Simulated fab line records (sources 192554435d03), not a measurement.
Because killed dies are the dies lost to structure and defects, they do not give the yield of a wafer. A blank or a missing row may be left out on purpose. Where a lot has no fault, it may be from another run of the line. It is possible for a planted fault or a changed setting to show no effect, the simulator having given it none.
A struck lot beside a sound one + flow n5 finfet + 21 out of 1938 route steps
Sound: wafers L281.1, L281.2, L281.5. Struck: wafer L277.4. (L277.5 of the same lot was not struck and is left out.) The cause comes at the end.
Each step with rows lists, per side, the tool, then ch with its chambers, then its first start. Under that, the readings that differ: sound wafers + struck wafers + difference of the means + sigmas: that difference in standard deviations of wafers without a fault.
alike: readings with means less than 2 such deviations apart, plus words and numbers identical on both sides. not compared: withheld readings, readings lacking a value on some wafer, bounds such as >300 that could conceal the same value, and numbers that have no deviation in the record and whose values overlap.
The two part at a step that has a row with sigmas, a row that says differs or no value, or rows on one side only. Numbers that have no deviation but don't overlap get no sigmas and don't part them. Lack of a reading on every wafer of one side parts them only where that side has two or more wafers.

first, 6 steps without rows for these wafers: N5_BEOL_M1_COAT_22 (resist thk 30 nm); N5_BEOL_M1_EBR_24; N5_BEOL_M1_SOFTBAKE_23 (time 60 s); N5_BEOL_M1_EXPOSE_25 (exposes mask V0, defocus 5 nm, target cd 24 nm); N5_BEOL_M1_PEB_26 (peb time 60 s); N5_BEOL_M1_DEVELOP_27 (develop time 30 s).
N5_BEOL_M1_CD_MEAS_28: target cd y 23.3 nm.
  sound on cd sem-03 ch 0, day 10 21:01; struck on cd sem-01 ch 0, day 9 21:21
  alike: cd nm
N5_BEOL_M1_OVL_MEAS_29:
  sound on overlay-01 ch 0, day 10 21:03; struck on overlay-02 ch 0, day 9 21:24
  alike: V0_OVL
N5_BEOL_M1_INSPECT_30: inspects for defects (brightfield).
  struck on defect inspect-01, day 9 21:26; sound on defect inspect-02, day 10 21:07
  alike: raw defect count
N5_BEOL_M1_DESCUM_33: chemistry O2, time 7 s.
  sound on rie diel-01 ch 1,3, day 10 21:08; struck on rie diel-06 ch 3, day 9 21:28
  alike: bias power w, drypump motor current A, oes product au, rf vpp V, showerhead plenum p Torr, throttle valve pct
  not compared: rf hours counter h
N5_BEOL_M1_ETCH_77: etches underlayer in N2/H2, target depth 6.5 nm, time 5.2 s.
  sound on rie diel-01 ch 1,3, day 10 21:10; struck on rie diel-06 ch 3, day 9 21:31
| reading               | sound          | struck | difference | sigmas |
|-----------------------|----------------|--------|------------|--------|
| etch rf on time s (s) | 5.25 5.27 5.31 | 5.06   | -0.22      | -3     |
  alike: drypump motor current A, oes product au, rf vpp V, showerhead plenum p Torr, throttle valve pct
  not compared: rf hours counter h
N5_BEOL_M1_ETCH_69: etches SiARC in CF4, target depth 15.6 nm, time 26 s.
  sound on rie diel-01 ch 1,3, day 10 21:11; struck on rie diel-06 ch 3, day 9 21:31
  alike: drypump motor current A, etch rf on time s, oes product au, rf vpp V, showerhead plenum p Torr, throttle valve pct
  not compared: rf hours counter h
N5_BEOL_M1_ALD_98: deposits SiO2, target thk 2.5 nm, pulse time 1 s, co reactant pulse time 1 s.
  sound on ald sin-03 ch 1,2, day 10 21:16; struck on ald sin-04 ch 0, day 9 21:37
| reading                                  | sound       | struck | difference | sigmas |
|------------------------------------------|-------------|--------|------------|--------|
| ald cycles                               | 17 17 17    | 13     | -4         |        |
| model.SiO2_of_BEOL_M1_ALD_98.thk nm (nm) | 2.4 2.4 2.4 | 1.8    | -0.6       |        |
  alike: heater power w, precursor pulse height rel
N5_BEOL_M1_ETCHBACK_99: etches SiO2 in CHF3, target depth 5 nm, time 10.4 s.
  sound on rie diel-02 ch 0,1,3, day 11 08:03; struck on rie diel-01 ch 1, day 10 02:25
  alike: drypump motor current A, oes_f_703_au, oes product au, rf vpp V, showerhead plenum p Torr, throttle valve pct
  not compared: rf hours counter h
N5_BEOL_M1_ETCH_70: etches SOC in N2/H2, target depth 80 nm, overetch 16 nm, time 120 s.
  sound on rie diel-02 ch 0,1,3, day 11 08:05; struck on rie diel-01 ch 1, day 10 02:28
  alike: drypump motor current A, oes product au, rf vpp V, showerhead plenum p Torr, throttle valve pct
  not compared: rf hours counter h
then, 2 steps without rows for these wafers: N5_BEOL_M1_STRIP_71 (strips in N2/H2); N5_BEOL_M1_STRIP_78 (strips in N2/H2).
N5_BEOL_M1_VIA_ETCH_34: etches the open film in C4F6/O2, target depth 67.8 nm, time 64.4 s.
  sound on rie diel-02 ch 0,1,3, day 11 08:11; struck on rie diel-01 ch 1, day 10 02:34
| reading                  | sound      | struck | difference | sigmas |
|--------------------------|------------|--------|------------|--------|
| model.BEOL_M1.cd nm (nm) | 18 18.2 18 | 18.8   | +0.7       |        |
  alike: drypump motor current A, oes_f_703_au, oes product au, rf vpp V, showerhead plenum p Torr, throttle valve pct
  not compared: rf hours counter h
then, 1 step without rows for these wafers: N5_BEOL_M1_STRIP_83 (strips in C4F6/O2).
N5_BEOL_M4_RC_MEAS_101:
  sound on prober-01 ch 0, day 13 05:17; struck on prober-01 ch 0, day 11 18:36
| reading       | sound          | struck | difference | sigmas |
|---------------|----------------|--------|------------|--------|
| DIBL_P (mV/V) | 37.9 36.6 38.0 | 33.7   | -3.8       | -2     |
| SS_N (mV/dec) | 71.5 71.2 72.1 | 70.2   | -1.4       | -2     |
  alike: DIBL_N, IOFF_N, IOFF_P, ION_N, ION_P, SS_P, VT_N, VT_P
following that, these wafers have no rows for 1 step: N5_PASSIVATION_PROBE_49.

== WHERE THEY PART ==
Earliest at N5_BEOL_M1_ETCH_77; latest, in this record, at N5_BEOL_M4_RC_MEAS_101.

WHY: the cause the simulator had injected
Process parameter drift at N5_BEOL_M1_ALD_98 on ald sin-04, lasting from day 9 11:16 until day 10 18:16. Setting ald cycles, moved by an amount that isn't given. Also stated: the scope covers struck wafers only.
